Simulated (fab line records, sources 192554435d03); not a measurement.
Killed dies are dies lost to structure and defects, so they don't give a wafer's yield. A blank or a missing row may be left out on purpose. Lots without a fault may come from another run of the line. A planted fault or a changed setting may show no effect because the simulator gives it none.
Chamber matching | flow n5_finfet | N5_MOL_CONTACT_COAG_ETCH_106 on rie_diel-03: 4 sister chambers
The step etches SOC in N2/H2, target depth 80 nm, overetch 16 nm, time 120 s. 18 wafers are shown with their chamber, then 9 later ones without.

WAFERS WITH THEIR CHAMBER
wafer  | chamber | throttle_valve_pct (%) | showerhead_plenum_p_Torr (Torr) | oes_product_au (a.u.)
L075.1 | 3       | 18.36                  | 2.63                            | 0.63
L075.2 | 0       | 17.94                  | 2.49                            | 0.78
L075.6 | 0       | 17.95                  | 2.49                            | 0.78
L076.3 | 2       | 17.82                  | 2.59                            | 0.79
L076.4 | 0       | 17.94                  | 2.49                            | 0.78
L076.6 | 2       | 17.80                  | 2.59                            | 0.79
L078.2 | 0       | 17.95                  | 2.49                            | 0.78
L078.3 | 2       | 17.81                  | 2.59                            | 0.77
L078.6 | 2       | 17.80                  | 2.59                            | 0.78
L080.2 | 1       | 17.53                  | 2.60                            | 0.80
L080.4 | 0       | 17.96                  | 2.48                            | 0.77
L080.5 | 3       | 18.36                  | 2.63                            | 0.63
L081.1 | 3       | 18.38                  | 2.63                            | 0.62
L081.2 | 2       | 17.82                  | 2.59                            | 0.77
L081.6 | 1       | 17.56                  | 2.60                            | 0.80
L082.1 | 1       | 17.57                  | 2.59                            | 0.80
L082.3 | 3       | 18.37                  | 2.62                            | 0.63
L082.4 | 0       | 17.97                  | 2.48                            | 0.76

SIGNATURES (means of the wafers above)
reading                  | chamber 0 | chamber 1 | chamber 2 | chamber 3 | scatter within a chamber
throttle_valve_pct       | 17.9517   | 17.5533   | 17.8100   | 18.3675   | 0.0126
showerhead_plenum_p_Torr | 2.4867    | 2.5967    | 2.5900    | 2.6275    | 0.00443
oes_product_au           | 0.7750    | 0.8000    | 0.7800    | 0.6275    | 0.00768
Rule: a wafer's distance from a chamber is the root of the sum, over the readings, of the square of ((its reading less the chamber's mean) divided by the reading's scatter). The wafer belongs to the nearest chamber; if the next one is less than 2 further off, it can't be placed. The scatter: the root of (the sum of the squares of (reading less its chamber's mean) over the shown wafers, divided by (wafers less chambers)).

WAFERS WITHOUT THEIR CHAMBER
wafer  | throttle_valve_pct (%) | showerhead_plenum_p_Torr (Torr) | oes_product_au (a.u.)
L083.2 | 17.97                  | 2.48                            | 0.76
L083.3 | 18.37                  | 2.62                            | 0.63
L083.6 | 18.37                  | 2.62                            | 0.63
L086.2 | 18.37                  | 2.62                            | 0.62
L086.4 | 17.57                  | 2.59                            | 0.77
L086.5 | 17.58                  | 2.59                            | 0.78
L096.2 | 17.61                  | 2.58                            | 0.75
L096.5 | 18.41                  | 2.61                            | 0.61
L096.6 | 18.02                  | 2.47                            | 0.73

WHICH CHAMBER EACH WENT THROUGH
wafer  | from the rows above | in truth
L083.2 | 0                   | 0
L083.3 | 3                   | 3
L083.6 | 3                   | 3
L086.2 | 3                   | 3
L086.4 | 1                   | 1
L086.5 | 1                   | 1
L096.2 | 1                   | 1
L096.5 | 3                   | 3
L096.6 | 0                   | 0
Placed correctly: 9 of 9. Can't be placed from these rows: 0. Placed wrongly: 0.
